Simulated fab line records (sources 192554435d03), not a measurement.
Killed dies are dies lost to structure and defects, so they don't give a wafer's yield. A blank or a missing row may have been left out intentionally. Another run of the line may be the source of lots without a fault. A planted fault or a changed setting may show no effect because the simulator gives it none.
A struck lot beside a sound one    flow n5-finfet    36 steps out of a route of 1938
Sound: these wafers, L936.1, L936.3, L936.5. Struck: wafer L933.5. (L933.2, L933.3 of the same lot were not struck and are left out.) The cause comes at the end.
Each step with rows lists, per side, the tool, then ch with its chambers, then its first start. Under that, the readings that differ: sound wafers    struck wafers    difference of the means    sigmas: that difference in standard deviations of wafers without a fault.
alike: readings with means less than 2 such deviations apart, plus words and numbers identical on both sides. not compared: withheld readings, readings lacking a value on some wafer, bounds such as >300 that could conceal the same value, and numbers that have no deviation in the record and whose values overlap.
The two part at a step that has a row with sigmas, a row that says differs or no value, or rows on one side only. Numbers that don't overlap but have no deviation are shown without sigmas and don't part them. Lack of a reading on every wafer of one side parts them only where that side has two or more wafers.

first, 8 steps without rows for these wafers: N5_MOL_CONTACT_COAG_PRECLEAN_138 (cleans in alkaline clean, time 60 s); N5_MOL_CONTACT_COAG_SRD_139 (time 30 s); N5_MOL_CONTACT_COAG_PRE_CLEAN_121; N5_MOL_CONTACT_COAG_CVD_140 (deposits W, target thk 66.5 nm, time 215 s); N5_MOL_CONTACT_COAG_PRECLEAN_127 (cleans in DIW, time 57.5 s); N5_MOL_CONTACT_COAG_SRD_128 (dry time 32 s); N5_MOL_CONTACT_COAG_CMP_52 (polishes, stops on SiO2, t overpolish 1.5 s, target thk 66.5 nm); N5_MOL_CONTACT_COAG_ANNEAL_112 (time 1800 s).
N5_BEOL_M0_SAQP_PECVD_00: deposits SiCN from 3MS/NH3, target thk 8 nm, time 14 s.
  sound on pecvd-02 ch 0,1, day 10 04:15; struck on pecvd-03 ch 2, day 9 11:46
reading                                          sound    struck  difference  sigmas
model.SiCN_of_BEOL_M0_SAQP_PECVD_00.thk-nm (nm)  7.6 8 8  4       -4          
  alike: showerhead-plenum-p-Torr, showerhead-vpp-V, throttle-valve-pct
then, 25 steps without rows for these wafers: N5_BEOL_M0_SAQP_ILD_DEP_01 (deposits SiOC from DEMS/O2, target thk 45.419 nm, time 8.7 s); N5_BEOL_M0_SAQP_HM_DEP_02 (deposits TiN, target thk 12 nm); N5_BEOL_M0_SAQP_PECVD_03 (deposits SiCN from 3MS/NH3, target thk 12 nm, time 21.1 s); N5_BEOL_M0_SAQP_PECVD_96 (deposits a-Si from SiH4/He, target thk 45 nm, time 45.2 s); N5_BEOL_M0_SAQP_PECVD_97 (deposits SiNx from SiH4/NH3/N2, target thk 23 nm, time 19.9 s); N5_BEOL_M0_SAQP_PECVD_04 (deposits a-Si from SiH4/He, target thk 60 nm, time 60.2 s); N5_BEOL_M0_SAQP_HM_DEP_111 (deposits SiO2 from SiH4/N2O, target thk 12 nm, time 7.2 s); N5_BEOL_M0_SAQP_COAT_81 (time 60 s, resist thk 100 nm); N5_BEOL_M0_SAQP_COAT_82 (time 60 s, resist thk 30 nm); N5_BEOL_M0_SAQP_COAT_08 (resist thk 90 nm); N5_BEOL_M0_SAQP_EBR_10; N5_BEOL_M0_SAQP_SOFTBAKE_09 (time 60 s); N5_BEOL_M0_SAQP_EXPOSE_11 (exposes mask M0 CORE, target cd 42 nm); N5_BEOL_M0_SAQP_PEB_12 (peb time 60 s); N5_BEOL_M0_SAQP_DEVELOP_13 (develop time 30 s); N5_BEOL_M0_SAQP_DESCUM_19 (chemistry O2, time 7.9 s); N5_BEOL_M0_SAQP_ETCH_83 (etches SiARC in CF4, target depth 39 nm, time 65 s); N5_BEOL_M0_SAQP_ETCH_84 (etches SOC in N2/H2, target depth 100 nm, overetch 20 nm, time 150 s); N5_BEOL_M0_SAQP_STRIP_80 (strips in N2/H2); N5_BEOL_M0_SAQP_HM_OPEN_112 (chemistry CHF3/O2, target SiO2, stops on a-Si, target depth 12 nm, time 13.5 s); N5_BEOL_M0_SAQP_STRIP_113 (strips in CHF3/O2); N5_BEOL_M0_SAQP_MANDREL_ETCH_20 (etches a-Si in HBr/Cl2, stops on SiNx, target depth 60 nm, bt time 10 s, time 30 s); N5_BEOL_M0_SAQP_STRIP_86 (strips in N2/H2); N5_BEOL_M0_SAQP_STRIP_115 (strips in post etch residue remover, time 60 s); N5_BEOL_M0_SAQP_SRD_93 (time 30 s).
N5_BEOL_M0_ETCH_109: etches SiCN in CH3F/O2, target depth 8 nm, overetch 2.4 nm, time 27.4 s.
  sound on rie-diel-01 ch 1,3, day 10 16:20; struck on rie-diel-01 ch 0, day 9 21:23
reading                   sound              struck  difference  sigmas
model.etch.depth-nm (nm)  7.637 8.073 8.005  4.041   -3.864      
  alike: drypump-motor-current-A, oes-product-au, rf-vpp-V, showerhead-plenum-p-Torr, throttle-valve-pct
  not compared: rf-hours-counter-h
-- record jumps: 2 days separate the struck wafers' starts on either side; left off in module BEOL_M0, taken up again in module BEOL_M4, whose first shown step is the route's number 1111 --
N5_BEOL_M4_RC_MEAS_101:
  sound on prober-02 ch 0, day 12 20:23; struck on prober-01 ch 0, day 12 00:04
  alike: DIBL_N, DIBL_P, IOFF_N, IOFF_P, ION_N, ION_P, SS_N, SS_P, VT_N, VT_P

## WHERE THEY PART
Nowhere in this record.

WHY: the cause the simulator had injected
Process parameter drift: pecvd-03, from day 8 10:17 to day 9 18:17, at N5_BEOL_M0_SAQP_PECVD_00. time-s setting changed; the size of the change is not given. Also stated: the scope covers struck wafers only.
